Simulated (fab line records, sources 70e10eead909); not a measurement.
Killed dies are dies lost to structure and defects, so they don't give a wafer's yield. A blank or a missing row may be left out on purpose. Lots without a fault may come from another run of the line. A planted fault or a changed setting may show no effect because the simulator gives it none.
fab line records | flow nand_harc
record lots=24 wafers=72 last_day=34
route steps=1302 shown A_M0@1163 A_M1@1186 A_BONDPAD@1215 THIN_TSV@1296
lots that met no fault: from a run of the same line without faults
start_h: hours from the record's first day to the start of the lot's first wafer shown | wait_h: hours since the lot's step before | " the same as in the row above | L1.1+2: a row that stands for several wafers | - no value, or no start given | * or withheld: withheld | < > ~ a bound
route shown NAME@n: a module of which the file shows steps, and the number in the route of the first | usual: mean/standard deviation of fault-free wafers | same: alike in all rows | chamber/n: place in a boat | sites: the reading at each site | _std_site: their standard deviation | _edge_site: outer sites' mean less inner sites' | radius_mm: how far each site lies from the wafer's centre | mask NAME#n: copy n | behind: the tool/chamber that last shaped the wafer | hold: why the lot was held/for how many hours/how that ended | device: the transistor (n, p or np) that didn't switch | end of line: the same wafers' tests at the end of the route | a step without rows: its recipe alone | killed: dies lost to structure and defects at the first sort, not the wafer's yield | map: a wafer's dies, x killed, . not, _ none there
set.NAME: the setting as run; set.NAME@STEP: as run at that earlier step | model.NAME: the simulator's own value behind a step, which no gauge read
steps of the route over a sample of lots; a table a step, a row a wafer
services: from which hour (start_h, from the record's first day; less than 0 if before it) a tool's chamber was out of use, for how many hours, and why
## steps
# step NHARC_A_M0_THK_MEAS_24
# recipe thk_meas_gauge=xrf
# usual thk_nm=114.7/1.6
# columns lot.wafer tool chamber start_h wait_h thk_nm
L075.2 film_metro-01 - 544.03 - 118.7
L075.3 " - " " 116.7
L075.4 " - " " 116.0
L074.4 film_metro-01 - 546.23 - 114.8
L074.5 " - " " 112.5
L074.6 " - " " 114.2
L077.1 film_metro-02 - 547.75 - 113.0
L077.5 " - " " 114.9
L077.6 " - " " 114.1
L076.2 film_metro-02 - 548.09 - 115.4
L076.3 " - " " 114.2
L076.6 " - " " 117.2
L079.1 film_metro-02 - 559.19 - 113.8
L079.4 " - " " 115.1
L079.5 " - " " 116.2
L078.1 film_metro-01 - 560.53 - 116.9
L078.4 " - " " 115.3
L078.6 " - " " 116.9
L080.4 film_metro-01 - 584.92 - 115.7
L080.5 " - " " 116.1
L080.6 " - " " 115.8
L081.3 film_metro-01 - 606.53 - 113.5
L081.4 " - " " 112.5
L081.6 " - " " 115.2
L082.2 film_metro-01 - 611.71 - 114.0
L082.4 " - " " 113.2
L082.5 " - " " 114.2
L083.2 film_metro-01 - 618.35 - 114.6
L083.5 " - " " 116.4
L083.6 " - " " 115.0
L086.1 film_metro-01 - 640.27 - 113.8
L086.4 " - " " 113.0
L086.6 " - " " 115.5
L084.1 film_metro-02 - 642.77 - 111.8
L084.2 " - " " 112.0
L084.5 " - " " 114.1
L085.3 film_metro-02 - 644.90 - 115.1
L085.5 " - " " 115.6
L085.6 " - " " 115.8
L087.2 film_metro-01 - 663.17 - 116.6
L087.5 " - " " 112.7
L087.6 " - " " 114.7
L089.2 film_metro-01 - 680.70 - 112.9
L089.3 " - " " 115.4
L089.4 " - " " 115.0
L088.1 film_metro-02 - 688.67 - 116.0
L088.2 " - " " 112.8
L088.3 " - " " 115.8
L090.1 film_metro-02 - 690.12 - 114.7
L090.2 " - " " 114.4
L090.4 " - " " 111.2
L093.1 film_metro-01 - 710.10 - 115.6
L093.2 " - " " 118.1
L093.5 " - " " 113.3
L094.3 film_metro-01 - 711.14 - 116.5
L094.4 " - " " 113.3
L094.6 " - " " 113.9
L092.2 film_metro-02 - 715.05 - 113.7
L092.3 " - " " 113.9
L092.5 " - " " 113.0
L091.3 film_metro-02 - 718.11 - 114.6
L091.4 " - " " 113.2
L091.5 " - " " 112.0
L095.4 film_metro-01 - 736.66 - 114.7
L095.5 " - " " 115.1
L095.6 " - " " 113.0
L097.1 film_metro-02 - 759.86 - 115.6
L097.4 " - " " 114.7
L097.6 " - " " 110.4
L096.3 film_metro-02 - 761.83 - 113.6
L096.4 " - " " 113.9
L096.6 " - " " 114.5
# step NHARC_A_M1_STRIP_18
# recipe power_w=1000 n2_flow_sccm=150 h2_flow_sccm=150 ar_flow_sccm=0 bias_w=0 chemistry=N2/H2
# usual drypump_motor_current_A=5.8/0.6 oes_product_au=1.003/0.01 power_w=1000.5/2.8 rf_vpp_V=91.0/0.84 showerhead_plenum_p_Torr=2.07/0.057 throttle_valve_pct=14.171/0.0087
# columns lot.wafer tool chamber start_h wait_h drypump_motor_current_A oes_product_au power_w rf_hours_counter_h rf_vpp_V showerhead_plenum_p_Torr throttle_valve_pct
L075.2 rie_diel-13 2 546.12 0.1 5.5 1.004 1005.6 0.2 91.1 2.10 14.181
L075.4 " 3 " " 6.1 0.993 1001.1 0.2 91.8 2.10 14.174
L075.3 " 0 " " 6.5 0.998 1000.8 0.2 90.7 2.05 14.173
L074.5 rie_diel-07 3 548.44 0.2 5.2 1.012 1000.0 - 91.8 2.14 14.178
L074.6 " 0 " " 4.9 1.018 1000.2 - 90.6 2.00 14.180
L074.4 " 1 " " 6.5 0.998 1000.9 - 91.4 2.02 14.189
L077.1 rie_diel-10 3 549.92 0.1 5.1 0.993 1005.3 9.0 88.9 1.98 14.158
L077.6 " 3 " " 5.2 0.987 1003.4 - 90.8 1.98 14.181
L077.5 " 0 " " 6.1 0.995 1003.3 - 90.4 2.05 14.191
L076.2 rie_diel-07 0 550.20 0.1 4.9 1.026 1000.8 3.4 90.3 2.00 14.174
L076.3 " 3 " " 5.2 1.011 997.6 2.8 90.0 2.14 14.167
L076.6 " 1 " " 6.5 1.010 1005.4 - 89.9 2.02 14.167
L079.4 rie_diel-10 1 561.21 0.1 6.5 1.017 1000.8 6.4 90.5 2.12 14.154
L079.1 " 2 " " 6.7 1.008 997.9 9.1 93.0 2.18 14.178
L079.5 " 1 " " 6.5 1.016 999.8 - 91.2 2.12 14.184
L078.4 rie_diel-10 1 562.69 0.1 6.5 1.014 1002.9 6.5 89.7 2.12 14.166
L078.1 " 2 " " 6.7 0.992 1000.3 9.2 91.8 2.18 14.164
L078.6 " 3 " " 5.2 0.988 1003.0 - 91.7 1.98 14.181
L080.4 rie_diel-07 3 586.95 0.1 5.3 1.019 1000.0 4.4 91.0 2.14 14.166
L080.5 " 2 " " 6.1 0.997 998.9 - 91.7 2.05 14.163
L080.6 " 3 " " 5.3 1.016 999.3 - 91.4 2.14 14.196
L081.3 rie_diel-13 0 608.68 0.1 6.5 0.999 1000.0 2.3 89.5 2.05 14.173
L081.4 " 2 " " 5.5 1.004 997.7 2.1 91.2 2.10 14.175
L081.6 " 0 " " 6.5 0.990 1000.4 - 89.3 2.05 14.181
L082.4 rie_diel-07 2 613.85 0.1 6.1 0.997 999.6 4.2 89.6 2.05 14.169
L082.2 " 3 " " 5.3 1.008 1001.3 5.1 90.6 2.14 14.176
L082.5 " 1 " " 6.6 1.010 996.5 - 89.8 2.02 14.176
L083.2 rie_diel-07 3 620.50 0.1 5.2 0.998 1004.2 6.7 91.0 2.13 14.174
L083.5 " 2 " " 6.1 0.993 997.7 - 91.4 2.05 14.165
L083.6 " 3 " " 5.2 1.012 1003.2 - 91.2 2.14 14.170
L086.1 rie_diel-10 0 642.88 0.1 6.1 1.017 1004.2 2.1 90.1 2.05 14.163
L086.4 " 2 " " 6.7 1.004 1001.2 - 90.9 2.17 14.175
L086.6 " 0 " " 6.1 1.013 1001.7 - 91.1 2.04 14.167
L084.2 rie_diel-07 3 645.05 0.1 5.2 1.007 1001.9 9.4 92.8 2.13 14.164
L084.1 " 2 " " 6.1 0.992 996.0 7.8 91.1 2.05 14.168
L084.5 " 3 " " 5.2 1.013 1003.2 - 93.0 2.13 14.160
L085.3 rie_diel-13 2 647.03 0.1 5.5 0.995 996.9 2.5 91.5 2.10 14.180
L085.6 " 1 " " 5.5 0.997 999.1 - 91.5 2.12 14.170
L085.5 " 2 " " 5.5 1.002 999.7 - 91.8 2.10 14.160
L087.2 rie_diel-10 1 665.35 0.1 6.5 1.004 994.6 3.7 92.0 2.12 14.176
L087.6 " 2 " " 6.7 1.008 1000.7 - 90.9 2.17 14.170
L087.5 " 3 " " 5.2 1.003 999.7 - 90.6 1.98 14.175
L089.3 rie_diel-13 3 682.76 0.1 6.1 1.002 998.0 3.6 90.8 2.10 14.157
L089.4 " 0 " " 6.4 0.991 998.2 3.7 90.8 2.05 14.174
L089.2 " 1 " " 5.5 0.994 1002.0 3.8 91.7 2.12 14.163
L088.3 rie_diel-10 0 690.79 0.1 6.1 1.009 1001.5 5.2 90.6 2.04 14.167
L088.2 " 1 " " 6.5 1.023 1003.3 5.1 91.7 2.12 14.172
L088.1 " 3 " " 5.1 0.993 996.5 3.8 90.9 1.98 14.173
L090.2 rie_diel-10 2 692.24 0.1 6.6 1.021 998.7 5.0 90.3 2.17 14.161
L090.1 " 3 " " 5.1 0.991 1000.5 3.9 90.4 1.98 14.168
L090.4 " 0 " " 6.1 1.013 997.7 5.3 91.2 2.04 14.171
L093.2 rie_diel-07 1 712.22 0.1 6.6 1.000 999.0 1.3 90.0 2.02 14.170
L093.1 " 3 " " 5.3 0.989 1003.6 1.5 90.7 2.13 14.162
L093.5 " 0 " " 4.9 1.003 1005.1 - 91.4 2.00 14.168
L094.3 rie_diel-13 3 713.48 0.1 6.1 0.985 998.6 0.1 91.4 2.10 14.169
L094.4 " 0 " " 6.4 0.991 1003.7 0.1 91.1 2.05 14.178
L094.6 " 1 " " 5.5 0.999 997.2 - 91.1 2.12 14.186
L092.2 rie_diel-10 0 717.37 0.1 6.1 1.007 995.8 7.3 91.3 2.04 14.173
L092.3 " 2 " " 6.7 1.012 1006.4 6.5 92.6 2.17 14.176
L092.5 " 0 " " 6.1 1.017 998.5 - 91.9 2.04 14.155
L091.4 rie_diel-07 0 720.12 0.1 4.9 1.008 1000.8 1.5 91.3 2.00 14.179
L091.3 " 2 " " 6.1 1.015 1003.5 1.6 91.1 2.05 14.180
L091.5 " 3 " " 5.2 0.991 998.0 - 92.1 2.13 14.179
L095.4 rie_diel-07 0 739.11 0.1 4.9 1.002 999.4 2.2 91.6 2.00 14.166
L095.6 " 2 " " 6.1 1.000 1001.6 - 91.0 2.05 14.176
L095.5 " 3 " " 5.3 0.989 1006.1 - 90.3 2.13 14.160
L097.1 rie_diel-13 1 762.03 0.1 5.5 1.005 1002.7 0.8 90.9 2.12 14.166
L097.6 " 1 " " 5.5 0.996 998.3 - 90.2 2.11 14.179
L097.4 " 2 " " 5.5 1.002 998.8 - 90.6 2.10 14.170
L096.3 rie_diel-13 0 763.93 0.1 6.5 0.991 1000.4 1.0 90.7 2.05 14.169
L096.6 " 1 " " 5.6 0.995 999.0 - 91.0 2.11 14.166
L096.4 " 2 " " 5.5 1.012 999.0 - 91.0 2.10 14.170
# step NHARC_A_BONDPAD_CD_MEAS_09
# recipe target_cd_nm=500 landing_energy_ev=500
# usual cd_nm=501.0/1.9
# columns lot.wafer tool chamber start_h wait_h cd_nm
L075.2 cd_sem-03 0 550.23 - 499.6
L075.3 " 0 " " 502.1
L075.4 " 0 " " 501.3
L074.4 cd_sem-03 0 552.53 - 501.5
L074.5 " 0 " " 501.2
L074.6 " 0 " " 503.6
L077.1 cd_sem-03 0 554.06 - 500.1
L077.5 " 0 " " 504.7
L077.6 " 0 " " 500.7
L076.2 cd_sem-01 0 554.38 - 499.9
L076.3 " 0 " " 503.2
L076.6 " 0 " " 502.9
L079.1 cd_sem-03 0 565.48 - 501.8
L079.4 " 0 " " 501.1
L079.5 " 0 " " 502.2
L078.1 cd_sem-02 0 566.81 - 501.0
L078.4 " 0 " " 500.9
L078.6 " 0 " " 500.9
L080.4 cd_sem-03 0 590.96 - 503.2
L080.5 " 0 " " 498.4
L080.6 " 0 " " 499.3
L081.3 cd_sem-02 0 612.79 - 498.8
L081.4 " 0 " " 502.4
L081.6 " 0 " " 502.8
L082.2 cd_sem-02 0 617.95 - 500.8
L082.4 " 0 " " 498.9
L082.5 " 0 " " 498.0
L083.2 cd_sem-01 0 624.60 - 501.2
L083.5 " 0 " " 499.0
L083.6 " 0 " " 500.1
L086.1 cd_sem-03 0 646.99 - 502.1
L086.4 " 0 " " 502.3
L086.6 " 0 " " 500.7
L084.1 cd_sem-02 0 649.18 - 502.3
L084.2 " 0 " " 502.2
L084.5 " 0 " " 501.3
L085.3 cd_sem-01 0 651.13 - 500.9
L085.5 " 0 " " 502.0
L085.6 " 0 " " 501.6
L087.2 cd_sem-01 0 669.32 - 500.6
L087.5 " 0 " " 499.7
L087.6 " 0 " " 494.5
L089.2 cd_sem-02 0 686.83 - 501.9
L089.3 " 0 " " 498.6
L089.4 " 0 " " 503.6
L088.1 cd_sem-03 0 694.90 - 502.8
L088.2 " 0 " " 500.3
L088.3 " 0 " " 500.1
L090.1 cd_sem-03 0 696.23 - 501.9
L090.2 " 0 " " 499.9
L090.4 " 0 " " 500.8
L093.1 cd_sem-03 0 716.36 - 502.6
L093.2 " 0 " " 500.7
L093.5 " 0 " " 503.1
L094.3 cd_sem-01 0 717.56 - 502.3
L094.4 " 0 " " 503.0
L094.6 " 0 " " 504.6
L092.2 cd_sem-01 0 721.46 - 496.3
L092.3 " 0 " " 500.0
L092.5 " 0 " " 500.6
L091.3 cd_sem-03 0 724.22 - 502.1
L091.4 " 0 " " 502.1
L091.5 " 0 " " 500.3
L095.4 cd_sem-02 0 743.08 - 497.8
L095.5 " 0 " " 498.6
L095.6 " 0 " " 500.1
L097.1 cd_sem-03 0 766.06 - 499.3
L097.4 " 0 " " 499.4
L097.6 " 0 " " 498.3
L096.3 cd_sem-03 0 768.05 - 500.9
L096.4 " 0 " " 497.0
L096.6 " 0 " " 499.1
# step NHARC_A_BONDPAD_DESCUM_11
# recipe time_s=3 o2_flow_sccm=200 ar_flow_sccm=0 bias_power_w=0 chemistry=O2
# usual drypump_motor_current_A=5.9/0.44 oes_product_au=0.999/0.0088 rf_vpp_V=57.7/0.94 showerhead_plenum_p_Torr=1.93/0.09 throttle_valve_pct=11.311/0.01
# columns lot.wafer tool chamber start_h wait_h drypump_motor_current_A oes_product_au rf_hours_counter_h rf_vpp_V showerhead_plenum_p_Torr throttle_valve_pct
L075.4 rie_diel-11 1 550.44 - 6.1 0.991 13 57.3 1.94 11.302
L075.3 " 2 " " 5.9 1.010 15 56.1 1.80 11.309
L075.2 " 3 " " 6.6 0.996 15 58.4 2.02 11.306
L074.4 rie_diel-04 0 552.73 - 5.6 1.012 3 55.9 1.79 11.294
L074.6 " 0 " " 5.6 1.012 - 57.9 1.78 11.316
L074.5 " 1 " " 5.9 1.016 - 56.9 1.82 11.327
L077.1 rie_diel-08 0 554.29 - 6.6 1.012 0 59.3 1.94 11.296
L077.6 " 0 " " 6.6 1.006 - 57.8 1.94 11.314
L077.5 " 1 " " 5.9 1.003 - 59.0 2.04 11.310
L076.3 rie_diel-11 3 554.60 - 6.6 1.005 15 57.8 2.02 11.316
L076.2 " 2 " " 5.9 0.996 15 57.0 1.80 11.312
L076.6 " 3 " " 6.6 1.010 - 56.8 2.02 11.305
L079.1 rie_diel-08 1 565.69 - 5.9 0.998 0 60.1 2.04 11.330
L079.4 " 3 " " 5.5 0.995 0 58.2 1.93 11.316
L079.5 " 2 " " 5.4 0.993 - 56.4 1.94 11.299
L078.1 rie_diel-08 2 567.03 - 5.4 0.986 0 57.5 1.94 11.302
L078.4 " 0 " " 6.6 1.011 0 57.2 1.94 11.298
L078.6 " 2 " " 5.4 0.989 - 58.2 1.94 11.326
L080.4 rie_diel-08 1 591.18 - 5.9 1.004 1 59.6 2.04 11.299
L080.6 " 0 " " 6.6 0.994 - 58.5 1.94 11.309
L080.5 " 1 " " 5.9 1.005 - 56.2 2.04 11.294
L081.4 rie_diel-11 3 613.02 - 6.6 1.001 24 57.4 2.02 11.305
L081.3 " 0 " " 5.2 0.992 26 58.3 1.94 11.312
L081.6 " 2 " " 5.9 1.002 - 56.6 1.80 11.294
L082.2 rie_diel-08 0 618.17 - 6.6 1.000 2 58.3 1.94 11.319
L082.4 " 2 " " 5.4 0.994 2 59.7 1.94 11.310
L082.5 " 3 " " 5.5 0.997 - 55.8 1.93 11.324
L083.2 rie_diel-08 1 624.81 - 5.9 0.995 2 58.0 2.04 11.302
L083.6 " 1 " " 5.9 0.998 - 58.4 2.04 11.310
L083.5 " 2 " " 5.4 0.990 - 58.2 1.93 11.305
L086.1 rie_diel-04 2 647.22 - 6.1 1.001 33 56.4 1.79 11.310
L086.4 " 3 " " 6.1 1.013 29 58.6 2.07 11.310
L086.6 " 1 " " 5.9 1.008 - 57.9 1.81 11.320
L084.2 rie_diel-08 0 649.39 - 6.6 1.001 3 57.0 1.94 11.322
L084.1 " 1 " " 5.9 0.995 3 57.5 2.04 11.309
L084.5 " 1 " " 5.9 1.001 - 57.5 2.04 11.314
L085.3 rie_diel-04 0 651.34 - 5.7 1.014 37 58.2 1.77 11.321
L085.6 " 0 " " 5.6 1.019 - 57.4 1.77 11.321
L085.5 " 1 " " 6.0 1.003 - 58.1 1.81 11.287
L087.2 rie_diel-08 3 669.55 - 5.5 0.995 3 59.1 1.92 11.328
L087.5 " 0 " " 6.6 0.999 - 57.8 1.94 11.314
L087.6 " 1 " " 5.9 1.000 - 57.4 2.04 11.308
L089.4 rie_diel-08 1 687.04 - 5.9 1.008 4 58.1 2.04 11.320
L089.3 " 2 " " 5.4 1.004 4 59.0 1.93 11.316
L089.2 " 3 " " 5.5 0.998 4 58.4 1.92 11.298
L088.3 rie_diel-08 3 695.11 - 5.5 0.992 4 56.1 1.93 11.323
L088.1 " 0 " " 6.6 1.001 4 57.2 1.94 11.315
L088.2 " 1 " " 5.9 1.000 4 57.9 2.04 11.323
L090.2 rie_diel-11 3 696.45 - 6.6 0.982 10 58.1 2.01 11.313
L090.4 " 0 " " 5.1 0.990 12 58.3 1.94 11.319
L090.1 " 1 " " 6.1 0.988 12 57.5 1.93 11.297
L093.1 rie_diel-11 3 716.58 - 6.6 0.988 13 57.7 2.01 11.297
L093.2 " 1 " " 6.1 0.991 15 57.1 1.93 11.314
L093.5 " 2 " " 5.9 1.015 - 55.6 1.79 11.318
L094.3 rie_diel-11 2 717.78 - 5.9 0.994 13 57.1 1.79 11.316
L094.4 " 3 " " 6.6 0.979 13 58.5 2.01 11.323
L094.6 " 2 " " 5.9 1.004 - 56.6 1.79 11.325
L092.2 rie_diel-11 2 721.67 - 5.9 1.018 13 56.7 1.79 11.303
L092.3 " 3 " " 6.6 0.975 13 58.0 2.01 11.307
L092.5 " 2 " " 5.9 1.007 - 56.9 1.79 11.313
L091.3 rie_diel-04 3 724.43 - 6.1 0.996 2 58.3 2.06 11.299
L091.4 " 0 " " 5.7 0.999 2 58.5 2.08 11.314
L091.5 " 0 " " 5.7 0.999 - 57.3 2.08 11.311
L095.4 rie_diel-08 2 743.29 - 5.4 0.999 0 57.7 1.93 11.309
L095.5 " 2 " " 5.4 0.995 - 58.2 1.93 11.301
L095.6 " 3 " " 5.5 1.007 - 56.1 1.92 11.302
L097.1 rie_diel-08 3 766.28 - 5.5 0.998 0 58.6 1.92 11.307
L097.4 " 0 " " 6.6 1.009 0 57.9 1.94 11.301
L097.6 " 2 " " 5.4 0.997 - 57.0 1.93 11.293
L096.3 rie_diel-04 2 768.28 - 6.1 0.995 17 56.4 1.78 11.314
L096.4 " 0 " " 5.7 1.011 - 58.1 2.07 11.316
L096.6 " 2 " " 6.1 0.994 - 56.7 1.78 11.321
# step NHARC_A_BONDPAD_ETCH_34
# recipe target_depth_a=600 overetch_a=180 time_s=65.91 ion_energy_ev=200 n2_flow_sccm=150 h2_flow_sccm=150 ar_flow_sccm=0 rf_w=400 bias_w=150 chemistry=N2/H2
# usual drypump_motor_current_A=5.9/0.46 oes_product_au=0.999/0.0079 rf_vpp_V=430.8/2.6 showerhead_plenum_p_Torr=2.06/0.094 throttle_valve_pct=14.172/0.0085
# columns lot.wafer tool chamber start_h wait_h drypump_motor_current_A oes_product_au rf_hours_counter_h rf_vpp_V showerhead_plenum_p_Torr throttle_valve_pct
L075.3 rie_diel-11 2 550.52 0.1 5.9 1.001 15 426.8 1.92 14.175
L075.2 " 0 " " 5.2 0.993 16 430.0 2.07 14.168
L075.4 " 1 " " 6.1 0.991 13 430.2 2.07 14.172
L074.4 rie_diel-04 0 552.82 0.1 5.7 0.997 3 425.9 1.90 14.165
L074.6 " 0 " " 5.7 1.000 - 426.1 1.90 14.172
L074.5 " 1 " " 6.0 1.003 - 428.0 1.94 14.176
L077.1 rie_diel-08 2 554.39 0.1 5.4 0.990 0 431.1 2.06 14.170
L077.5 " 3 " " 5.5 0.996 - 431.5 2.05 14.164
L077.6 " 0 " " 6.6 0.996 - 431.2 2.07 14.177
L076.3 rie_diel-11 3 554.71 0.1 6.6 0.998 15 433.0 2.16 14.157
L076.2 " 0 " " 5.2 0.998 16 431.4 2.07 14.174
L076.6 " 3 " " 6.6 1.004 - 433.4 2.16 14.176
L079.4 rie_diel-08 0 565.78 0.1 6.6 1.007 0 431.1 2.07 14.166
L079.1 " 3 " " 5.5 0.994 0 431.5 2.05 14.175
L079.5 " 1 " " 5.9 1.003 - 433.5 2.18 14.182
L078.1 rie_diel-08 3 567.12 0.1 5.5 1.001 0 429.4 2.05 14.169
L078.4 " 0 " " 6.6 0.990 0 432.3 2.07 14.170
L078.6 " 2 " " 5.4 0.985 - 431.4 2.06 14.162
L080.4 rie_diel-08 2 591.27 0.1 5.4 0.995 1 431.8 2.06 14.172
L080.6 " 3 " " 5.5 0.999 - 431.4 2.05 14.174
L080.5 " 0 " " 6.6 0.999 - 430.0 2.07 14.190
L081.3 rie_diel-11 2 613.10 0.1 5.9 1.003 23 427.9 1.91 14.180
L081.4 " 0 " " 5.1 0.996 26 431.0 2.07 14.165
L081.6 " 3 " " 6.6 1.001 - 432.3 2.15 14.166
L082.4 rie_diel-08 2 618.25 0.1 5.4 0.981 2 430.5 2.06 14.159
L082.2 " 0 " " 6.6 1.000 2 430.2 2.07 14.168
L082.5 " 3 " " 5.6 0.993 - 431.2 2.05 14.188
L083.2 rie_diel-08 2 624.92 0.1 5.4 0.995 2 429.2 2.06 14.172
L083.6 " 3 " " 5.5 0.993 - 430.5 2.05 14.170
L083.5 " 0 " " 6.6 1.000 - 431.5 2.07 14.161
L086.1 rie_diel-04 3 647.35 0.1 6.1 1.001 29 434.6 2.21 14.175
L086.4 " 0 " " 5.7 1.003 35 425.3 1.89 14.179
L086.6 " 3 " " 6.1 1.000 - 434.7 2.21 14.167
L084.2 rie_diel-08 0 649.48 0.1 6.6 0.996 3 430.8 2.07 14.174
L084.1 " 3 " " 5.5 0.998 3 431.7 2.05 14.177
L084.5 " 1 " " 5.9 1.002 - 433.7 2.18 14.174
L085.3 rie_diel-04 0 651.48 0.1 5.7 1.009 37 426.0 1.89 14.163
L085.5 " 0 " " 5.7 0.999 - 426.9 1.89 14.170
L085.6 " 1 " " 5.9 1.000 - 428.3 1.93 14.175
L087.2 rie_diel-08 3 669.63 0.1 5.5 0.988 3 430.8 2.05 14.171
L087.5 " 0 " " 6.6 0.995 - 431.2 2.07 14.173
L087.6 " 1 " " 5.9 1.006 - 434.8 2.18 14.177
L089.2 rie_diel-08 3 687.12 0.1 5.5 0.987 4 430.4 2.05 14.179
L089.4 " 0 " " 6.6 0.993 4 431.9 2.07 14.168
L089.3 " 1 " " 5.9 0.991 4 433.1 2.18 14.172
L088.3 rie_diel-08 0 695.20 0.1 6.6 0.994 4 430.7 2.07 14.180
L088.2 " 2 " " 5.4 1.002 4 432.8 2.06 14.163
L088.1 " 3 " " 5.5 0.997 4 431.3 2.05 14.170
L090.1 rie_diel-11 3 696.53 0.1 6.6 0.988 10 433.7 2.15 14.171
L090.4 " 0 " " 5.2 0.989 12 430.6 2.06 14.171
L090.2 " 1 " " 6.1 0.986 12 430.8 2.06 14.181
L093.1 rie_diel-11 0 716.67 0.1 5.2 1.011 15 429.8 2.06 14.180
L093.2 " 2 " " 5.9 1.014 13 427.9 1.91 14.156
L093.5 " 0 " " 5.2 1.006 - 431.8 2.06 14.154
L094.3 rie_diel-11 0 717.86 0.1 5.2 0.995 15 430.0 2.06 14.172
L094.4 " 2 " " 5.9 1.006 13 428.5 1.91 14.177
L094.6 " 3 " " 6.6 0.985 - 432.1 2.15 14.174
L092.3 rie_diel-11 0 721.76 0.1 5.2 0.998 15 431.2 2.06 14.176
L092.2 " 2 " " 5.9 1.008 13 427.8 1.91 14.174
L092.5 " 0 " " 5.1 1.002 - 431.1 2.06 14.155
L091.3 rie_diel-04 2 724.52 0.1 6.1 1.000 2 426.3 1.90 14.159
L091.4 " 3 " " 6.0 0.997 2 436.2 2.20 14.165
L091.5 " 1 " " 6.0 1.011 - 426.6 1.92 14.175
L095.4 rie_diel-08 2 743.39 0.1 5.4 0.999 0 430.9 2.06 14.181
L095.6 " 3 " " 5.5 1.008 - 431.8 2.05 14.167
L095.5 " 0 " " 6.6 1.004 - 431.1 2.07 14.174
L097.1 rie_diel-08 3 766.36 0.1 5.5 1.011 0 430.0 2.05 14.176
L097.4 " 0 " " 6.6 1.012 0 431.4 2.07 14.179
L097.6 " 2 " " 5.4 0.997 - 430.0 2.06 14.169
L096.3 rie_diel-04 0 768.37 0.1 5.6 1.015 20 433.4 2.21 14.171
L096.6 " 0 " " 5.7 1.008 - 434.7 2.21 14.176
L096.4 " 1 " " 5.9 1.010 - 427.6 1.91 14.154
# step NHARC_THIN_TSV_STRIP_56
# recipe power_w=1500 temp_c=250 chemistry=O2
# usual drypump_motor_current_A=5.8/0.44 heater_power_w=339/13
# columns lot.wafer tool chamber start_h wait_h drypump_motor_current_A heater_power_w rf_hours_counter_h
L075.2 plasma_asher-01 0 571.94 0.1 6.0 330 11
L075.4 " 1 " " 6.3 342 -
L075.3 " 0 " " 6.0 338 -
L074.4 plasma_asher-01 0 573.00 0.2 6.0 322 -
L074.5 " 0 " " 6.0 339 -
L074.6 " 1 " " 6.2 346 -
L077.1 plasma_asher-02 0 575.95 0.1 5.7 374 29
L077.5 " 0 " " 5.7 364 -
L077.6 " 1 " " 5.1 335 -
L076.2 plasma_asher-02 1 577.08 0.1 5.1 336 30
L076.3 " 1 " " 5.0 333 -
L076.6 " 0 " " 5.7 367 -
L079.1 plasma_asher-01 0 589.30 0.1 6.0 339 16
L079.4 " 0 " " 6.0 330 -
L079.5 " 1 " " 6.2 330 -
L078.1 plasma_asher-02 0 590.42 0.1 5.7 363 34
L078.4 " 0 " " 5.7 362 -
L078.6 " 0 " " 5.7 362 -
L080.4 plasma_asher-01 1 612.95 0.2 6.2 340 -
L080.5 " 1 " " 6.3 336 -
L080.6 " 0 " " 6.0 329 -
L081.3 plasma_asher-02 0 634.36 0.2 5.7 350 -
L081.4 " 1 " " 5.1 336 -
L081.6 " 1 " " 5.0 326 -
L082.2 plasma_asher-01 1 640.21 0.2 6.2 328 24
L082.4 " 1 " " 6.3 333 -
L082.5 " 0 " " 6.0 352 -
L083.2 plasma_asher-01 0 646.38 0.1 6.0 343 26
L083.6 " 1 " " 6.2 335 -
L083.5 " 0 " " 6.0 336 -
L084.2 plasma_asher-01 0 670.15 0.1 6.1 330 31
L084.1 " 1 " " 6.2 329 31
L084.5 " 1 " " 6.2 327 -
L086.1 plasma_asher-01 0 671.48 0.1 6.0 334 32
L086.4 " 1 " " 6.2 324 -
L086.6 " 0 " " 6.0 336 -
L085.3 plasma_asher-02 1 672.71 0.2 5.0 352 -
L085.5 " 1 " " 5.0 342 -
L085.6 " 0 " " 5.7 341 -
L087.2 plasma_asher-02 1 692.89 0.1 5.1 331 15
L087.6 " 1 " " 5.0 329 -
L087.5 " 0 " " 5.7 347 -
L089.2 plasma_asher-02 0 708.52 0.1 5.7 354 20
L089.3 " 0 " " 5.7 348 -
L089.4 " 1 " " 5.1 342 -
L088.1 plasma_asher-01 1 716.95 0.1 6.2 340 3
L088.2 " 0 " " 6.0 316 3
L088.3 " 1 " " 6.2 334 -
L090.2 plasma_asher-01 1 717.93 0.2 6.3 347 4
L090.1 " 0 " " 6.0 319 4
L090.4 " 0 " " 6.0 311 -
L094.3 plasma_asher-02 1 738.25 0.2 5.1 347 -
L094.4 " 0 " " 5.7 354 -
L094.6 " 0 " " 5.7 356 -
L093.2 plasma_asher-02 0 739.95 0.1 5.7 344 27
L093.1 " 1 " " 5.1 336 27
L093.5 " 1 " " 5.1 334 -
L091.3 plasma_asher-01 1 753.19 0.2 6.3 339 -
L091.4 " 0 " " 6.0 321 -
L091.5 " 1 " " 6.2 335 -
L092.2 plasma_asher-01 1 754.29 0.1 6.2 348 10
L092.3 " 1 " " 6.3 332 -
L092.5 " 0 " " 6.0 325 -
L095.4 plasma_asher-01 1 766.75 0.2 6.3 336 -
L095.6 " 1 " " 6.3 342 -
L095.5 " 0 " " 6.0 320 -
L097.1 plasma_asher-02 0 790.13 0.1 5.7 358 0
L097.4 " 1 " " 5.1 358 -
L097.6 " 0 " " 5.7 353 -
L096.3 plasma_asher-02 0 791.55 0.2 5.7 358 -
L096.4 " 1 " " 5.0 351 -
L096.6 " 0 " " 5.7 362 -
## services
# columns tool chamber start_h hours kind
rie_diel-11 1 522.40 4.4 repair
rie_diel-07 2 523.33 29.0 repair
rie_diel-10 0 527.93 12.1 repair
rie_diel-04 - 532.18 9.0 pm
plasma_asher-02 - 542.65 12.6 repair
rie_diel-08 - 544.80 9.0 pm
rie_diel-11 1 553.53 7.1 repair
rie_diel-10 - 596.61 9.0 pm
plasma_asher-02 - 603.83 9.0 pm
rie_diel-04 2 633.68 5.4 repair
rie_diel-10 3 638.25 11.1 repair
rie_diel-11 - 646.03 9.0 pm
rie_diel-07 - 648.26 9.0 pm
rie_diel-04 3 648.56 46.2 repair
rie_diel-10 - 662.85 0.3 repair
rie_diel-10 0 671.54 1.9 repair
plasma_asher-01 - 696.36 9.0 pm
rie_diel-04 - 709.18 9.0 pm
rie_diel-08 - 721.80 9.0 pm
rie_diel-04 3 761.40 14.3 repair
rie_diel-07 2 763.38 12.1 repair
rie_diel-07 3 774.37 14.1 repair
rie_diel-07 1 780.12 16.1 repair
plasma_asher-02 - 780.83 9.0 pm
## key
fault none
